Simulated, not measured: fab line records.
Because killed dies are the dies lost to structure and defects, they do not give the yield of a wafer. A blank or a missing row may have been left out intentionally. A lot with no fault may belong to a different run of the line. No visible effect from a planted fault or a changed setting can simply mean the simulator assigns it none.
Which of the tools did it? | flow n5 finfet | 12 lots, 34 wafers sampled, at 5 steps of a route of 1938

WHAT THE GAUGES READ, wafer by wafer
N5_WELL_APT_CD_MEAS_08: the cd target is 200 nm.
lot  | measured    | on        | cd nm (nm)
L291 | day 1 13:44 | cd sem-01 | 202.1 202.2 201.3
L292 | day 1 19:49 | cd sem-03 | 200.4 202.2 199.3
L293 | day 2 01:35 | cd sem-02 | 198.7 198.1 198.1
L295 | day 2 13:35 | cd sem-03 | 199.9 201.8 198.0
L297 | day 3 01:41 | cd sem-01 | 198.8 199.7 199.7
L301 | day 4 01:42 | cd sem-01 | 180.1 202.4
L303 | day 4 13:49 | cd sem-03 | 176.7 200.1 200.7
L304 | day 4 20:56 | cd sem-02 | 177.8 202.0
L309 | day 6 01:55 | cd sem-01 | 199.6 200.5 200.9
L312 | day 6 19:50 | cd sem-03 | 198.1 198.7 199.1
L313 | day 7 02:16 | cd sem-02 | 199.2 198.9 198.3
L314 | day 7 08:02 | cd sem-01 | 197.9 198.6 198.9

N5_WELL_APT_CD_MEAS_25: the cd target is 200 nm.
lot  | measured    | on        | cd nm (nm)
L291 | day 1 14:57 | cd sem-03 | 200.2 199.9 199.4
L292 | day 1 21:02 | cd sem-02 | 199.0 199.2 200.1
L293 | day 2 02:57 | cd sem-03 | 199.5 199.9 199.2
L295 | day 2 15:05 | cd sem-01 | 199.7 200.0 199.0
L297 | day 3 02:56 | cd sem-01 | 202.9 200.4 201.6
L301 | day 4 03:05 | cd sem-02 | 200.7 200.7
L303 | day 4 15:51 | cd sem-02 | 199.7 199.8 199.2
L304 | day 4 22:37 | cd sem-01 | 200.3 201.3
L309 | day 6 03:04 | cd sem-02 | 200.0 199.4 199.1
L312 | day 6 21:05 | cd sem-01 | 200.2 199.7 199.6
L313 | day 7 03:38 | cd sem-01 | 199.9 198.1 200.6
L314 | day 7 09:18 | cd sem-01 | 202.0 202.0 202.5

N5_PMOS_HMC_CHANNEL_EPI_CD_MEAS_09: the cd target is 237.4 nm.
lot  | measured    | on        | cd nm (nm)
L291 | day 1 17:20 | cd sem-01 | 236.8 237.1 236.3
L292 | day 1 23:06 | cd sem-01 | 236.6 236.3 236.8
L293 | day 2 05:25 | cd sem-03 | 237.9 237.4 238.3
L295 | day 2 17:15 | cd sem-01 | 236.9 236.7 236.1
L297 | day 3 05:20 | cd sem-03 | 235.6 236.9 236.6
L301 | day 4 05:25 | cd sem-02 | 236.6 237.9
L303 | day 4 18:13 | cd sem-02 | 237.8 237.0 236.5
L304 | day 5 01:07 | cd sem-01 | 236.3 236.9
L309 | day 6 05:39 | cd sem-03 | 237.4 237.7 236.8
L312 | day 6 23:24 | cd sem-02 | 237.2 236.2 236.7
L313 | day 7 05:43 | cd sem-02 | 238.5 239.2 238.6
L314 | day 7 11:28 | cd sem-03 | 236.3 237.1 237.1

TOOL THAT RAN EACH LOT (tool first, then ch and the chambers of the sampled wafers, then the start)
lot  | N5_ZERO_LAYER_ETCH_17             | N5_WELL_APT_PEB_06
L291 | rie diel-04 ch 1,2, day 1 12:44   | litho track-02 ch 0, day 1 13:37
L292 | rie diel-04 ch 0,1,3, day 1 18:51 | litho track-04 ch 0, day 1 19:42
L293 | rie diel-06 ch 0,1,2, day 2 00:44 | litho track-05 ch 0, day 2 01:28
L295 | rie diel-02 ch 0,1,3, day 2 12:44 | litho track-02 ch 0, day 2 13:28
L297 | rie diel-06 ch 0,1,3, day 3 00:50 | litho track-02 ch 0, day 3 01:34
L301 | rie diel-04 ch 1,3, day 4 00:44   | litho track-02 ch 0, day 4 01:35
L303 | rie diel-06 ch 0,3, day 4 12:50   | litho track-02 ch 0, day 4 13:41
L304 | rie diel-02 ch 1,3, day 4 20:05   | litho track-02 ch 0, day 4 20:49
L309 | rie diel-02 ch 0,1,2, day 6 00:58 | litho track-04 ch 0, day 6 01:49
L312 | rie diel-02 ch 1,3, day 6 18:52   | litho track-05 ch 0, day 6 19:43
L313 | rie diel-02 ch 1,2,3, day 7 01:20 | litho track-02 ch 0, day 7 02:09
L314 | rie diel-04 ch 2,3, day 7 07:05   | litho track-05 ch 0, day 7 07:56
- N5_ZERO_LAYER_ETCH_17: etches SiO2 in CF4, target depth 12 nm, time 13.3 s.
- N5_WELL_APT_PEB_06: peb time 90 s.

AS READ BY THE TOOLS THEMSELVES (means over the sampled wafers that have a number; for cases with no such wafer, the mark the record gives instead)
N5_ZERO_LAYER_ETCH_17.
lot  | tool        | drypump motor current A (A) | oes product au (a.u.) | rf vpp V (V) | showerhead plenum p Torr (Torr) | throttle valve pct (%)
L291 | rie diel-04 | 5.6                         | 0.75                  | 945          | 2.08                            | 15.78
L292 | rie diel-04 | 5.3                         | 0.84                  | 948          | 2.13                            | 15.51
L293 | rie diel-06 | 5.2                         | 0.77                  | 949          | 2.15                            | 15.85
L295 | rie diel-02 | 5.5                         | 0.77                  | 949          | 2.14                            | 15.52
L297 | rie diel-06 | 5.3                         | 0.76                  | 950          | 2.17                            | 15.86
L301 | rie diel-04 | 5.4                         | 0.86                  | 947          | 2.12                            | 15.28
L303 | rie diel-06 | 5.7                         | 0.70                  | 948          | 2.12                            | 15.93
L304 | rie diel-02 | 5.5                         | 0.73                  | 950          | 2.17                            | 15.57
L309 | rie diel-02 | 5.8                         | 0.77                  | 949          | 2.14                            | 15.65
L312 | rie diel-02 | 5.6                         | 0.72                  | 950          | 2.17                            | 15.62
L313 | rie diel-02 | 5.7                         | 0.72                  | 950          | 2.15                            | 15.63
L314 | rie diel-04 | 5.7                         | 0.76                  | 943          | 2.05                            | 15.82

N5_WELL_APT_PEB_06.
lot  | tool           | heater power total W (W) | plate temp C (C) | resist line temp C (C)
L291 | litho track-02 | 172.0                    | 130.06           | 23.03
L292 | litho track-04 | 172.3                    | 130.06           | 23.03
L293 | litho track-05 | 172.0                    | 129.95           | 22.93
L295 | litho track-02 | 172.9                    | 129.99           | 23.21
L297 | litho track-02 | 173.1                    | 129.92           | 23.02
L301 | litho track-02 | 202.2                    | 130.12           | 23.12
L303 | litho track-02 | 192.7                    | 130.08           | 22.97
L304 | litho track-02 | 202.4                    | 129.88           | 23.07
L309 | litho track-04 | 172.8                    | 129.94           | 23.00
L312 | litho track-05 | 172.5                    | 130.16           | 22.99
L313 | litho track-02 | 172.9                    | 130.02           | 22.89
L314 | litho track-05 | 172.7                    | 129.96           | 23.00

THE ANSWER, worked out from the rows above alone
Rule: the usual values come from the lots themselves. Put in order of their means at a reading, lots are off if they are a third of the lots or fewer, leave a main group of 4 or more, and stand apart from it by a gap of 3 or more times the standard deviation of the main group's means; of several such gaps the widest counts. A main group is skipped when, at the precision printed for the reading in the tables above, its means are all equal. Also off: a lot with no number at a reading for which 4 or more lots have one. The other lots that the step has rows for count as sound. First the gauges in route order, then the tools' own readings, where a lot's mean is used as printed above. The first step at which some lot is off is used, and at that step the reading that is off furthest; a lot without a number counts as furthest.
Off, at N5_WELL_APT_CD_MEAS_08 on cd nm: L301, L303, L304. For the main group the mean is 199.6 nm and the standard deviation 1.1.
If a tool, at a process step before that reading, ran all the lots that are off and no sound lot after the first of them, it fits. The gauges at N5_WELL_APT_CD_MEAS_08 aren't tried: what is off there is off at N5_WELL_APT_PEB_06 too, on other tools, and a gauge's error can't cause that. Not one of the candidates tried fits.

WHAT THE SIMULATOR HAD PUT IN
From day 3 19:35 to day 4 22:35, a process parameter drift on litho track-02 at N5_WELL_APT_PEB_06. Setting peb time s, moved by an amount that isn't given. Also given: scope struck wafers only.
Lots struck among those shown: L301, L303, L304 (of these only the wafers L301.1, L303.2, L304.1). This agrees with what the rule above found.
